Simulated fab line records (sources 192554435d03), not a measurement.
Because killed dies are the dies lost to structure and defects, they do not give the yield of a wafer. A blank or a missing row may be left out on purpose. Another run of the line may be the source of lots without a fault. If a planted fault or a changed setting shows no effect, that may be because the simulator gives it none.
Matching of chambers	flow n5-finfet	N5_SDB_STRIP_21 on rie-diel-06: 4 sister chambers
The step strips in CF4. 8 wafers are shown with their chamber, then 9 later ones without.

## WAFERS WITH THEIR CHAMBER
wafer	chamber	showerhead-plenum-p-Torr (Torr)	throttle-valve-pct (%)
L080.5	2	1.81	13.50
L083.6	0	1.74	13.25
L084.2	1	1.79	13.85
L084.5	2	1.81	13.51
L084.6	3	1.78	13.95
L086.2	3	1.78	13.94
L086.3	1	1.79	13.86
L086.6	0	1.73	13.29

## WAFERS WITH NO CHAMBER GIVEN
wafer	showerhead-plenum-p-Torr (Torr)	throttle-valve-pct (%)
L088.1	1.78	13.96
L088.2	1.81	13.52
L088.3	1.73	13.30
L089.1	1.79	13.88
L089.3	1.73	13.30
L089.5	1.78	13.97
L092.2	1.78	13.97
L092.4	1.73	13.32
L092.6	1.81	13.53

## WHICH CHAMBER EACH ONE RAN IN
wafer	from the rows above	in truth
L088.1	3	3
L088.2	2	2
L088.3	0	0
L089.1	1	1
L089.3	0	0
L089.5	3	3
L092.2	3	3
L092.4	0	0
L092.6	2	2
Correct placement for 9 of the 9. Can't be placed from these rows: 0. Placed wrongly: 0.
How it was worked out, from the rows above alone: a wafer's distance from a chamber is the root of the sum, over the readings, of the square of ((its reading less the chamber's mean) divided by the reading's scatter). If the next closest chamber is less than 2 further off than the closest, the wafer can't be placed; otherwise it belongs to the closest. Each chamber's mean is taken over the wafers shown for it. The scatter is the square root of a quotient: the sum, over the shown wafers, of each reading's squared deviation from its chamber's mean, divided by wafers minus chambers.
